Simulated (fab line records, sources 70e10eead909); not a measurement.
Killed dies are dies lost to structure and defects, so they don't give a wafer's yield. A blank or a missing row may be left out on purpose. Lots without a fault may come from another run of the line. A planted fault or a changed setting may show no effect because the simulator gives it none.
Which tool did it? | flow nand_harc | 24 lots, 72 wafers sampled, at 5 steps of a route of 1159

WHAT THE GAUGES READ, wafer by wafer
NHARC_A_M0_CD_MEAS_16. Usual: cd_nm 80.6 nm, standard deviation 1.
lot  | measured     | on        | cd_nm (nm)     | flag
L075 | day 17 23:11 | cd_sem-01 | 80.3 79.9 80.1 |
L074 | day 17 23:37 | cd_sem-03 | 81.7 82.0 80.2 |
L076 | day 18 01:08 | cd_sem-01 | 81.1 81.1 81.5 |
L077 | day 18 02:19 | cd_sem-03 | 80.7 80.7 79.1 |
L078 | day 18 15:34 | cd_sem-01 | 80.7 81.9 81.1 |
L079 | day 18 19:03 | cd_sem-02 | 81.8 81.4 80.6 |
L080 | day 19 04:07 | cd_sem-01 | 80.4 78.7 78.5 |
L081 | day 19 09:34 | cd_sem-01 | 81.8 80.4 81.5 |
L082 | day 19 22:22 | cd_sem-03 | 80.1 80.6 80.0 |
L083 | day 19 22:54 | cd_sem-02 | 80.3 79.1 78.9 |
L084 | day 20 02:22 | cd_sem-03 | 80.4 79.5 79.0 |
L085 | day 20 07:17 | cd_sem-02 | 81.2 80.1 80.5 |
L086 | day 20 10:00 | cd_sem-02 | 81.8 80.0 81.0 |
L088 | day 20 11:32 | cd_sem-02 | 81.8 80.2 80.3 |
L087 | day 20 17:14 | cd_sem-03 | 80.7 79.3 79.7 |
L089 | day 22 06:28 | cd_sem-03 | 80.8 80.3 81.2 |
L092 | day 22 06:54 | cd_sem-03 | 80.2 79.5 81.1 |
L090 | day 22 07:09 | cd_sem-02 | 80.3 81.1 80.9 |
L091 | day 22 07:38 | cd_sem-01 | 79.5 81.1 79.9 |
L093 | day 22 14:38 | cd_sem-02 | 81.0 81.4 81.6 |
L094 | day 22 21:00 | cd_sem-03 | 79.2 79.4 79.5 |
L096 | day 23 01:12 | cd_sem-01 | 79.7 79.9 80.5 |
L095 | day 23 06:49 | cd_sem-03 | 80.3 81.3 82.7 |
L097 | day 23 13:57 | cd_sem-01 | 80.8 80.7 80.1 |

NHARC_A_M1_CD_MEAS_09: target cd 120 nm. Usual: cd_nm 119.8 nm, standard deviation 0.63.
lot  | measured     | on        | cd_nm (nm)        | flag
L075 | day 18 02:46 | cd_sem-03 | 121.0 119.1 121.4 |
L074 | day 18 03:13 | cd_sem-01 | 119.6 118.6 119.2 |
L076 | day 18 05:17 | cd_sem-03 | 119.7 120.0 119.6 |
L077 | day 18 05:55 | cd_sem-01 | 120.5 120.4 119.7 |
L078 | day 18 19:09 | cd_sem-02 | 120.1 120.6 120.7 |
L079 | day 18 22:36 | cd_sem-02 | 119.8 119.5 120.3 |
L080 | day 19 08:15 | cd_sem-01 | 119.6 119.9 119.4 |
L081 | day 19 13:08 | cd_sem-02 | 120.1 118.7 119.2 |
L082 | day 20 02:13 | cd_sem-01 | 120.0 119.8 120.1 |
L083 | day 20 03:02 | cd_sem-01 | 119.9 120.3 119.5 |
L084 | day 20 06:01 | cd_sem-01 | 121.1 120.7 119.9 |
L085 | day 20 10:56 | cd_sem-03 | 120.2 120.4 120.4 |
L086 | day 20 13:28 | cd_sem-03 | 120.2 120.0 120.2 |
L088 | day 20 15:47 | cd_sem-02 | 119.9 118.4 119.6 |
L087 | day 20 20:50 | cd_sem-03 | 119.3 120.2 120.6 |
L089 | day 22 09:55 | cd_sem-02 | 120.1 119.7 120.2 |
L092 | day 22 10:28 | cd_sem-02 | 120.2 120.1 119.6 |
L090 | day 22 10:49 | cd_sem-01 | 120.6 119.3 120.0 |
L091 | day 22 11:13 | cd_sem-01 | 120.3 119.5 119.5 |
L093 | day 22 18:19 | cd_sem-03 | 119.8 120.0 120.2 |
L094 | day 23 01:17 | cd_sem-01 | 118.7 120.1 120.8 |
L096 | day 23 04:40 | cd_sem-03 | 119.5 119.7 119.8 |
L095 | day 23 10:23 | cd_sem-02 | 119.8 119.1 120.4 |
L097 | day 23 17:38 | cd_sem-03 | 119.0 118.1 119.1 |

WHICH TOOL RAN EACH LOT (tool, then ch and the chambers of the sampled wafers, then the start)
lot  | NHARC_A_M0_PVD_20                       | NHARC_A_M0_CMP_23             | NHARC_A_M0_PRE_CLEAN_31
L075 | pvd_sputter-03, day 18 01:01 or earlier | cmp-02 ch 0,2,3, day 18 01:01 | pecvd-01 ch 1,2, day 18 01:34
L074 | pvd_sputter-01, day 18 01:20 or earlier | cmp-02 ch 2,3, day 18 01:20   | pecvd-03 ch 0,1,2, day 18 01:53
L076 | pvd_sputter-02, day 18 03:06 or earlier | cmp-03 ch 1,2, day 18 03:06   | pecvd-03 ch 0,1,2, day 18 03:47
L077 | pvd_sputter-03, day 18 04:04 or earlier | cmp-03 ch 0,3, day 18 04:04   | pecvd-01 ch 0,1,2, day 18 04:37
L078 | pvd_sputter-03, day 18 17:23 or earlier | cmp-03 ch 0,2,3, day 18 17:23 | pecvd-04 ch 0,1,2, day 18 17:55
L079 | pvd_sputter-02, day 18 20:47 or earlier | cmp-04 ch 1,2,3, day 18 20:47 | pecvd-04 ch 0,1,2, day 18 21:17
L080 | pvd_sputter-02, day 19 06:22 or earlier | cmp-04 ch 0,1,2, day 19 06:22 | pecvd-01 ch 0,1, day 19 06:56
L081 | pvd_sputter-01, day 19 11:16 or earlier | cmp-04 ch 1,2,3, day 19 11:16 | pecvd-04 ch 1,2, day 19 11:49
L082 | pvd_sputter-01, day 20 00:11 or earlier | cmp-03 ch 0,2,3, day 20 00:11 | pecvd-04 ch 0,1,2, day 20 00:42
L083 | pvd_sputter-03, day 20 00:37 or earlier | cmp-04 ch 0,1,3, day 20 00:37 | pecvd-04 ch 1,2, day 20 01:40
L084 | pvd_sputter-02, day 20 04:08 or earlier | cmp-03 ch 0,1,2, day 20 04:08 | pecvd-03 ch 0,1,2, day 20 04:37
L085 | pvd_sputter-02, day 20 09:01 or earlier | cmp-03 ch 0,2, day 20 09:01   | pecvd-03 ch 1,2, day 20 09:36
L086 | pvd_sputter-01, day 20 11:46 or earlier | cmp-02 ch 1,3, day 20 11:46   | pecvd-03 ch 1,2, day 20 12:17
L088 | pvd_sputter-02, day 20 13:53 or earlier | cmp-04 ch 0,1,2, day 20 13:53 | pecvd-01 ch 1,2, day 20 14:27
L087 | pvd_sputter-01, day 20 18:59 or earlier | cmp-03 ch 2,3, day 20 18:59   | pecvd-01 ch 0,1,2, day 20 19:32
L089 | pvd_sputter-02, day 22 08:11 or earlier | cmp-03 ch 0,1,2, day 22 08:11 | pecvd-04 ch 0,1,2, day 22 08:45
L092 | pvd_sputter-01, day 22 08:38 or earlier | cmp-02 ch 1,2,3, day 22 08:38 | pecvd-01 ch 0,1,2, day 22 09:08
L090 | pvd_sputter-02, day 22 08:57 or earlier | cmp-04 ch 0,2,3, day 22 08:57 | pecvd-01 ch 0,1, day 22 09:29
L091 | pvd_sputter-01, day 22 09:20 or earlier | cmp-03 ch 0,1, day 22 09:20   | pecvd-01 ch 0,1,2, day 22 09:56
L093 | pvd_sputter-03, day 22 16:23 or earlier | cmp-04 ch 0,1, day 22 16:23   | pecvd-01 ch 0,1,2, day 22 17:00
L094 | pvd_sputter-01, day 22 22:44 or earlier | cmp-04 ch 1,2,3, day 22 22:44 | pecvd-03 ch 0,1, day 22 23:59
L096 | pvd_sputter-01, day 23 02:56 or earlier | cmp-03 ch 1,2,3, day 23 02:56 | pecvd-03 ch 0,1,2, day 23 03:28
L095 | pvd_sputter-01, day 23 08:34 or earlier | cmp-02 ch 0,2,3, day 23 08:34 | pecvd-03 ch 0,1, day 23 09:04
L097 | pvd_sputter-02, day 23 15:47 or earlier | cmp-03 ch 0,2,3, day 23 15:47 | pecvd-01 ch 0,1, day 23 16:20
- NHARC_A_M0_PVD_20: deposits TaN, target thk 5 nm, time 8.06 s.
- NHARC_A_M0_CMP_23: polishes, t overpolish 20 s, target thk 113.75 nm.
- NHARC_A_M0_PRE_CLEAN_31: time 12 s.

WHAT THE TOOLS THEMSELVES READ (means of the sampled wafers that have a number; where no wafer has one, the mark that the record gives instead)
NHARC_A_M0_PVD_20. Usual: cathode_dc_power_W 15000 W, standard deviation 2.8; throttle_valve_pct 29.8 %, standard deviation 1.1.
lot  | tool           | cathode_dc_power_W (W) | throttle_valve_pct (%) | flag
L075 | pvd_sputter-03 | 15001                  | 31.2                   |
L074 | pvd_sputter-01 | 15002                  | 30.6                   |
L076 | pvd_sputter-02 | 14999                  | 29.5                   |
L077 | pvd_sputter-03 | 15001                  | 30.2                   |
L078 | pvd_sputter-03 | 14999                  | 29.7                   |
L079 | pvd_sputter-02 | 15000                  | 29.4                   |
L080 | pvd_sputter-02 | 15001                  | 30.4                   |
L081 | pvd_sputter-01 | 15000                  | 29.2                   |
L082 | pvd_sputter-01 | 15001                  | 29.7                   |
L083 | pvd_sputter-03 | 14998                  | 30.4                   |
L084 | pvd_sputter-02 | 15000                  | 30.5                   |
L085 | pvd_sputter-02 | 14997                  | 30.4                   |
L086 | pvd_sputter-01 | 15001                  | 29.7                   |
L088 | pvd_sputter-02 | 15002                  | 30.1                   |
L087 | pvd_sputter-01 | 15000                  | 29.7                   |
L089 | pvd_sputter-02 | 15001                  | 29.8                   |
L092 | pvd_sputter-01 | 15000                  | 30.0                   |
L090 | pvd_sputter-02 | 14999                  | 30.1                   |
L091 | pvd_sputter-01 | 15000                  | 29.9                   |
L093 | pvd_sputter-03 | 15002                  | 30.7                   |
L094 | pvd_sputter-01 | 14999                  | 29.3                   |
L096 | pvd_sputter-01 | 15002                  | 30.0                   |
L095 | pvd_sputter-01 | 15000                  | 29.7                   |
L097 | pvd_sputter-02 | 15001                  | 30.2                   |

NHARC_A_M0_CMP_23. Usual: motor_current_A 12.3 A, standard deviation 1.2; time_to_endpoint_s 29.0 s, standard deviation 2.5.
lot  | tool   | motor_current_A (A) | time_to_endpoint_s (s) | flag
L075 | cmp-02 | 11.7                | 28.9                   |
L074 | cmp-02 | 11.3                | 25.4                   |
L076 | cmp-03 | 12.5                | 30.2                   |
L077 | cmp-03 | 12.7                | 30.7                   |
L078 | cmp-03 | 12.6                | 30.4                   |
L079 | cmp-04 | 13.2                | 29.5                   |
L080 | cmp-04 | 12.0                | 26.3                   |
L081 | cmp-04 | 13.3                | 27.8                   |
L082 | cmp-03 | 12.5                | 26.7                   |
L083 | cmp-04 | 12.9                | 30.8                   |
L084 | cmp-03 | 12.1                | 26.7                   |
L085 | cmp-03 | 11.4                | 28.9                   |
L086 | cmp-02 | 10.9                | 27.9                   |
L088 | cmp-04 | 11.8                | 29.9                   |
L087 | cmp-03 | 12.7                | 30.2                   |
L089 | cmp-03 | 12.2                | 27.8                   |
L092 | cmp-02 | 11.2                | 28.2                   |
L090 | cmp-04 | 12.9                | 29.6                   |
L091 | cmp-03 | 11.9                | 25.9                   |
L093 | cmp-04 | 12.7                | 30.1                   |
L094 | cmp-04 | 13.0                | 31.2                   |
L096 | cmp-03 | 12.8                | 26.8                   |
L095 | cmp-02 | 11.6                | 29.6                   |
L097 | cmp-03 | 12.5                | 29.3                   |

NHARC_A_M0_PRE_CLEAN_31. Usual: heater_power_w 620 W, standard deviation 59.
lot  | tool     | heater_power_w (W) | flag
L075 | pecvd-01 | 621                |
L074 | pecvd-03 | 599                |
L076 | pecvd-03 | 570                |
L077 | pecvd-01 | 659                |
L078 | pecvd-04 | 672                |
L079 | pecvd-04 | 644                |
L080 | pecvd-01 | 639                |
L081 | pecvd-04 | 639                |
L082 | pecvd-04 | 627                |
L083 | pecvd-04 | 654                |
L084 | pecvd-03 | 574                |
L085 | pecvd-03 | 603                |
L086 | pecvd-03 | 635                |
L088 | pecvd-01 | 711                |
L087 | pecvd-01 | 642                |
L089 | pecvd-04 | 630                |
L092 | pecvd-01 | 603                |
L090 | pecvd-01 | 635                |
L091 | pecvd-01 | 629                |
L093 | pecvd-01 | 627                |
L094 | pecvd-03 | 616                |
L096 | pecvd-03 | 596                |
L095 | pecvd-03 | 571                |
L097 | pecvd-01 | 570                |

THE ANSWER, worked out from the rows above alone
Rule: a lot is off if the mean of its wafers that have a number lies more than 3 standard deviations from the usual mean. A lot without any number at a reading at which 4 lots or more have one is off too. The other lots that the step has rows for count as sound. The gauges are gone through in route order, then the tools' own readings, and for those a lot's mean is taken as printed above. The first step at which some lot is off is used, and at that step the reading that is off furthest; a lot without a number counts as furthest.
No lot is off at any reading shown: from this, nothing can be told.

WHAT THE SIMULATOR HAD PUT IN
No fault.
